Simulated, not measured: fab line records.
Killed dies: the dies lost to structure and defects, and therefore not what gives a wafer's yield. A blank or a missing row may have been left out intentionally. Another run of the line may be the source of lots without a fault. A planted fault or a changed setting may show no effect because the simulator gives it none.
Split-lot trial :: flow n5_finfet :: on a route of 1938 steps: 7 lots, 21 wafers read

## THE SPLIT
At N5_HKMG_FIN_COAT_06 (resist thk 90 nm), the setting spin_rpm was moved away from the recipe's 1500 rpm on 9 of the 21 wafers read, by -8.9% to +9.7%. This setting was run at the recipe's value on the other wafers.

## FROM THE SPLIT TO THE READING: what the file shows between them, 4 steps
- N5_HKMG_FIN_EBR_08
- N5_HKMG_FIN_SOFTBAKE_07: time 60 s
- N5_HKMG_FIN_EXPOSE_09: exposes mask NWFM
- N5_HKMG_FIN_PEB_10: peb time 60 s

## THE READING
CAR-ArF_of_HKMG_FIN_COAT_06.thk_nm (the simulator's own value, which no gauge read), in nm, at N5_HKMG_FIN_DEVELOP_11 (develop time 30 s). No usual value for it is given in the file. The 12 wafers here that ran the recipe average 88.4 nm, standard deviation 0.31 nm.

wafer: L081.2
tool, chamber at the split: litho_track-01, 0
spin_rpm as run, rpm: 1500
against the recipe: recipe
CAR-ArF_of_HKMG_FIN_COAT_06.thk_nm, nm: 88.8
against lot-mates on the recipe: -

wafer: L081.4
tool, chamber at the split: litho_track-01, 0
spin_rpm as run, rpm: 1646
against the recipe: +9.7%
CAR-ArF_of_HKMG_FIN_COAT_06.thk_nm, nm: 84.2
against lot-mates on the recipe: -4.6

wafer: L081.5
tool, chamber at the split: litho_track-01, 0
spin_rpm as run, rpm: 1646
against the recipe: +9.7%
CAR-ArF_of_HKMG_FIN_COAT_06.thk_nm, nm: 84.6
against lot-mates on the recipe: -4.2

wafer: L082.2
tool, chamber at the split: litho_track-02, 0
spin_rpm as run, rpm: 1500
against the recipe: recipe
CAR-ArF_of_HKMG_FIN_COAT_06.thk_nm, nm: 88.2
against lot-mates on the recipe: -

wafer: L082.3
tool, chamber at the split: litho_track-02, 0
spin_rpm as run, rpm: 1500
against the recipe: recipe
CAR-ArF_of_HKMG_FIN_COAT_06.thk_nm, nm: 88.2
against lot-mates on the recipe: -

wafer: L082.5
tool, chamber at the split: litho_track-02, 0
spin_rpm as run, rpm: 1500
against the recipe: recipe
CAR-ArF_of_HKMG_FIN_COAT_06.thk_nm, nm: 88.2
against lot-mates on the recipe: -

wafer: L083.2
tool, chamber at the split: litho_track-03, 0
spin_rpm as run, rpm: 1500
against the recipe: recipe
CAR-ArF_of_HKMG_FIN_COAT_06.thk_nm, nm: 89
against lot-mates on the recipe: -

wafer: L083.3
tool, chamber at the split: litho_track-03, 0
spin_rpm as run, rpm: 1500
against the recipe: recipe
CAR-ArF_of_HKMG_FIN_COAT_06.thk_nm, nm: 88.4
against lot-mates on the recipe: -

wafer: L083.6
tool, chamber at the split: litho_track-03, 0
spin_rpm as run, rpm: 1500
against the recipe: recipe
CAR-ArF_of_HKMG_FIN_COAT_06.thk_nm, nm: 88.8
against lot-mates on the recipe: -

wafer: L086.1
tool, chamber at the split: litho_track-02, 0
spin_rpm as run, rpm: 1557
against the recipe: +3.8%
CAR-ArF_of_HKMG_FIN_COAT_06.thk_nm, nm: 86.6
against lot-mates on the recipe: -1.6

wafer: L086.3
tool, chamber at the split: litho_track-02, 0
spin_rpm as run, rpm: 1500
against the recipe: recipe
CAR-ArF_of_HKMG_FIN_COAT_06.thk_nm, nm: 88.2
against lot-mates on the recipe: -

wafer: L086.5
tool, chamber at the split: litho_track-02, 0
spin_rpm as run, rpm: 1557
against the recipe: +3.8%
CAR-ArF_of_HKMG_FIN_COAT_06.thk_nm, nm: 86.4
against lot-mates on the recipe: -1.8

wafer: L087.1
tool, chamber at the split: litho_track-01, 0
spin_rpm as run, rpm: 1424
against the recipe: -5.1%
CAR-ArF_of_HKMG_FIN_COAT_06.thk_nm, nm: 90.4
against lot-mates on the recipe: +2.2

wafer: L087.4
tool, chamber at the split: litho_track-01, 0
spin_rpm as run, rpm: 1500
against the recipe: recipe
CAR-ArF_of_HKMG_FIN_COAT_06.thk_nm, nm: 88.2
against lot-mates on the recipe: -

wafer: L087.5
tool, chamber at the split: litho_track-01, 0
spin_rpm as run, rpm: 1424
against the recipe: -5.1%
CAR-ArF_of_HKMG_FIN_COAT_06.thk_nm, nm: 90.6
against lot-mates on the recipe: +2.4

wafer: L092.1
tool, chamber at the split: litho_track-01, 0
spin_rpm as run, rpm: 1500
against the recipe: recipe
CAR-ArF_of_HKMG_FIN_COAT_06.thk_nm, nm: 88
against lot-mates on the recipe: -

wafer: L092.2
tool, chamber at the split: litho_track-01, 0
spin_rpm as run, rpm: 1366
against the recipe: -8.9%
CAR-ArF_of_HKMG_FIN_COAT_06.thk_nm, nm: 92.4
against lot-mates on the recipe: +4.3

wafer: L092.5
tool, chamber at the split: litho_track-01, 0
spin_rpm as run, rpm: 1500
against the recipe: recipe
CAR-ArF_of_HKMG_FIN_COAT_06.thk_nm, nm: 88.2
against lot-mates on the recipe: -

wafer: L096.1
tool, chamber at the split: litho_track-02, 0
spin_rpm as run, rpm: 1553
against the recipe: +3.5%
CAR-ArF_of_HKMG_FIN_COAT_06.thk_nm, nm: 87
against lot-mates on the recipe: -1.6

wafer: L096.3
tool, chamber at the split: litho_track-02, 0
spin_rpm as run, rpm: 1553
against the recipe: +3.5%
CAR-ArF_of_HKMG_FIN_COAT_06.thk_nm, nm: 87
against lot-mates on the recipe: -1.6

wafer: L096.2
tool, chamber at the split: litho_track-02, 0
spin_rpm as run, rpm: 1500
against the recipe: recipe
CAR-ArF_of_HKMG_FIN_COAT_06.thk_nm, nm: 88.6
against lot-mates on the recipe: -

THE FIT
A straight line over all 21 wafers: CAR-ArF_of_HKMG_FIN_COAT_06.thk_nm changes by -0.425 nm for each +1% of spin_rpm; r = -0.99; the points scatter about the line by 0.28 nm.
The same after taking each lot's own level away (the mean of its wafers on the recipe; 21 wafers): -0.459 nm for each +1%; r = -1.00; scatter 0.14 nm.
According to that fit, moving spin_rpm by its largest amount changes the reading by 4.5 nm.
The lots' own levels span 88.10 to 88.80 nm, that is 2.3 times the standard deviation above.
Hence the lot-to-lot level has little effect on the slope; both slopes agree.
Check: for one of the wafers moved furthest among these (+9.7%), held out of the fit, the line's prediction against its lot-mates is -4.39 nm. It came out at -4.6 nm against them.

## OTHER SPLITS ON THESE WAFERS
Before the reading, these wafers also passed through other splits. Each is held against what the fit with the lots' levels taken away leaves over:
other split on the same wafers: N5_SD_EPI_N_COAT_03 spin_rpm
wafers away from the commonest value: 6
r with CAR-ArF_of_HKMG_FIN_COAT_06.thk_nm (lot level and that fit taken away): -0.05

other split on the same wafers: N5_SD_EPI_N_ETCH_35 time_s
wafers away from the commonest value: 10
r with CAR-ArF_of_HKMG_FIN_COAT_06.thk_nm (lot level and that fit taken away): +0.13

other split on the same wafers: N5_SDB_COAT_03 spin_rpm
wafers away from the commonest value: 7
r with CAR-ArF_of_HKMG_FIN_COAT_06.thk_nm (lot level and that fit taken away): -0.20

other split on the same wafers: N5_HKMG_FIN_PWFM_ALD_03 ald_cycles
wafers away from the commonest value: 5
r with CAR-ArF_of_HKMG_FIN_COAT_06.thk_nm (lot level and that fit taken away): -0.28

## THE WHOLE CHAIN: every reading that the file lists as answering this split, in the file's order
step: N5_HKMG_FIN_COAT_06
what it does: resist thk 90 nm
reading: CAR-ArF_of_HKMG_FIN_COAT_06.thk_nm (the simulator's own value, which no gauge read)
change (the file's fit): -0.466 nm for each +1% of the setting
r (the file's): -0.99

step: N5_HKMG_FIN_DEVELOP_11
what it does: develop time 30 s
reading: CAR-ArF_of_HKMG_FIN_COAT_06.thk_nm (the simulator's own value, which no gauge read)
change (the file's fit): -0.462 nm for each +1% of the setting
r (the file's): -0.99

## THE FILE'S OWN FIT
CAR-ArF_of_HKMG_FIN_COAT_06.thk_nm changes by -0.462 nm for each +1% of spin_rpm, r = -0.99.
